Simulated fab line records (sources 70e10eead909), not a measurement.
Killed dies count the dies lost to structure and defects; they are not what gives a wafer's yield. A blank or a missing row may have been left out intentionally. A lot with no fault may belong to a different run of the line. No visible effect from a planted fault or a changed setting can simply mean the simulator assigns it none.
Matching of chambers + flow nand-harc + NHARC_A_CONTACT_DEP_29 on pecvd-02 has 3 sister chambers
The step deposits SiON, target thk 70 nm. 3 wafers are shown with their chamber, then 7 later ones without.

== EACH WAFER AND ITS CHAMBER ==
| wafer  | chamber | heater-power-w (W) |
|--------|---------|--------------------|
| L965.4 | 2       | 628                |
| L965.5 | 1       | 788                |
| L964.5 | 0       | 655                |

== WAFERS WITHOUT THEIR CHAMBER ==
| wafer  | heater-power-w (W) |
|--------|--------------------|
| L964.6 | 736                |
| L968.1 | 569                |
| L968.3 | 686                |
| L968.5 | 557                |
| L970.2 | 790                |
| L970.4 | 814                |
| L970.5 | 685                |

== EACH ONE'S CHAMBER ==
| wafer  | from the rows above          | in truth                   |
|--------|------------------------------|----------------------------|
| L964.6 | can't be placed: 1 or 0 or 2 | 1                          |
| L968.1 | can't be placed: 2 or 0      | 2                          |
| L968.3 | can't be placed: 0 or 2 or 1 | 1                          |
| L968.5 | can't be placed: 2 or 0      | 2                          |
| L970.2 | 1                            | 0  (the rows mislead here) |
| L970.4 | 1                            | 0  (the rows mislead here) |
| L970.5 | can't be placed: 0 or 2 or 1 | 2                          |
Placed correctly: 0 of 7. From these rows, 5 cannot be placed; in 5 the true chamber is one of the candidates. Wrongly placed: 2.
How it was worked out, from the rows above alone: a wafer's distance from a chamber is the root of the sum, over the readings, of the square of ((its reading less the chamber's mean) divided by the reading's scatter). The wafer belongs to the nearest chamber; if the next one is less than 2 further off, it can't be placed. For every chamber, the mean is computed from those of its wafers that are shown. The scatter: root of mean squared gap, hidden wafer to nearest shown wafer, with one shown wafer a chamber.
